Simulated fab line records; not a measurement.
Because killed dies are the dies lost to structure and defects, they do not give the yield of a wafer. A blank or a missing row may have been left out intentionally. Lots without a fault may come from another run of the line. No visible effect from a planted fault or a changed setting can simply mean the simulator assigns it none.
Matching of chambers :: flow n5Finfet :: N5_GATE_CUT_HM_OPEN_40 on rieDiel-03: 4 sister chambers
The step chemistry C4F6/O2, target SiO2, target depth 139 nm, time 85.1 s. 8 wafers are shown with their chamber, then 11 later ones without.

== WAFERS WITH THEIR CHAMBER ==
wafer: L082.6
chamber: 0
rfVppV (V): 666
throttleValvePct (%): 20.99

wafer: L085.1
chamber: 1
rfVppV (V): 690
throttleValvePct (%): 21.33

wafer: L085.3
chamber: 0
rfVppV (V): 668
throttleValvePct (%): 21.02

wafer: L085.6
chamber: 3
rfVppV (V): 676
throttleValvePct (%): 20.62

wafer: L087.1
chamber: 3
rfVppV (V): 677
throttleValvePct (%): 20.62

wafer: L087.4
chamber: 1
rfVppV (V): 690
throttleValvePct (%): 21.34

wafer: L087.6
chamber: 2
rfVppV (V): 618
throttleValvePct (%): 20.95

wafer: L088.1
chamber: 2
rfVppV (V): 615
throttleValvePct (%): 20.95

== WAFERS WITH NO CHAMBER GIVEN ==
wafer: L088.3
rfVppV (V): 690
throttleValvePct (%): 21.32

wafer: L088.6
rfVppV (V): 678
throttleValvePct (%): 20.62

wafer: L093.3
rfVppV (V): 615
throttleValvePct (%): 20.96

wafer: L093.5
rfVppV (V): 675
throttleValvePct (%): 20.65

wafer: L093.6
rfVppV (V): 667
throttleValvePct (%): 21.04

wafer: L094.1
rfVppV (V): 666
throttleValvePct (%): 21.03

wafer: L094.3
rfVppV (V): 690
throttleValvePct (%): 21.34

wafer: L094.5
rfVppV (V): 691
throttleValvePct (%): 21.36

wafer: L096.3
rfVppV (V): 676
throttleValvePct (%): 20.65

wafer: L096.5
rfVppV (V): 678
throttleValvePct (%): 20.67

wafer: L096.6
rfVppV (V): 667
throttleValvePct (%): 21.04

== CHAMBER TAKEN BY EACH ==
wafer: L088.3
from the rows above: 1
in truth: 1

wafer: L088.6
from the rows above: 3
in truth: 3

wafer: L093.3
from the rows above: 2
in truth: 2

wafer: L093.5
from the rows above: 3
in truth: 3

wafer: L093.6
from the rows above: 0
in truth: 0

wafer: L094.1
from the rows above: 0
in truth: 0

wafer: L094.3
from the rows above: 1
in truth: 1

wafer: L094.5
from the rows above: 1
in truth: 1

wafer: L096.3
from the rows above: 3
in truth: 3

wafer: L096.5
from the rows above: 3
in truth: 3

wafer: L096.6
from the rows above: 0
in truth: 0
11 of 11 placed correctly. Not placeable from these rows: 0. 0 placed wrongly.
How it was worked out, from the rows above alone: a wafer's distance from a chamber is the root of the sum, over the readings, of the square of ((its reading less the chamber's mean) divided by the reading's scatter). If the next closest chamber is less than 2 further off than the closest, the wafer can't be placed; otherwise it belongs to the closest. For every chamber, the mean is computed from those of its wafers that are shown. The scatter: the root of (the sum of the squares of (reading less its chamber's mean) over the shown wafers, divided by (wafers less chambers)).
